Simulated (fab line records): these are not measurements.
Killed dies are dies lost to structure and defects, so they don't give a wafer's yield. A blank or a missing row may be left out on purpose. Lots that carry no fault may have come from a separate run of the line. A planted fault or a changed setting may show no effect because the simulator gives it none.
Matching of chambers / flow n5_finfet / N5_BEOL_M3_VIA_ETCH_34 on rie_diel-01 has 4 sister chambers
The step etches the open film in C4F6/O2, target depth 69.4 nm, time 65.9 s. 4 wafers are shown with their chamber, then 9 later ones without.

== WAFERS WITH THEIR CHAMBER ==
wafer=L076.3; chamber=2; showerhead_plenum_p_Torr (Torr)=2.85
wafer=L085.1; chamber=0; showerhead_plenum_p_Torr (Torr)=2.88
wafer=L089.4; chamber=1; showerhead_plenum_p_Torr (Torr)=2.92
wafer=L089.6; chamber=3; showerhead_plenum_p_Torr (Torr)=2.76

== WAFERS MISSING THEIR CHAMBER ==
wafer=L090.2; showerhead_plenum_p_Torr (Torr)=2.76
wafer=L090.4; showerhead_plenum_p_Torr (Torr)=2.92
wafer=L090.5; showerhead_plenum_p_Torr (Torr)=2.76
wafer=L093.1; showerhead_plenum_p_Torr (Torr)=2.84
wafer=L093.3; showerhead_plenum_p_Torr (Torr)=2.76
wafer=L093.4; showerhead_plenum_p_Torr (Torr)=2.76
wafer=L097.1; showerhead_plenum_p_Torr (Torr)=2.91
wafer=L097.4; showerhead_plenum_p_Torr (Torr)=2.87
wafer=L097.5; showerhead_plenum_p_Torr (Torr)=2.83

== EACH ONE'S CHAMBER ==
wafer=L090.2; from the rows above=3; in truth=3
wafer=L090.4; from the rows above=1; in truth=1
wafer=L090.5; from the rows above=3; in truth=3
wafer=L093.1; from the rows above=2; in truth=2
wafer=L093.3; from the rows above=3; in truth=3
wafer=L093.4; from the rows above=3; in truth=3
wafer=L097.1; from the rows above=1; in truth=1
wafer=L097.4; from the rows above=can't be placed: 0 or 2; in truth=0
wafer=L097.5; from the rows above=2; in truth=2
8 of 9 placed correctly. Cannot be placed on the basis of these rows: 1; the candidates contain the true chamber in 1. 0 placed wrongly.
How it was worked out, from the rows above alone: a wafer's distance from a chamber is the root of the sum, over the readings, of the square of ((its reading less the chamber's mean) divided by the reading's scatter). The wafer belongs to the nearest chamber; if the next one is less than 2 further off, it can't be placed. For every chamber, the mean is computed from those of its wafers that are shown. The scatter: with one shown wafer a chamber, the root of the mean of the squares of how far each hidden wafer lies from its nearest shown one.
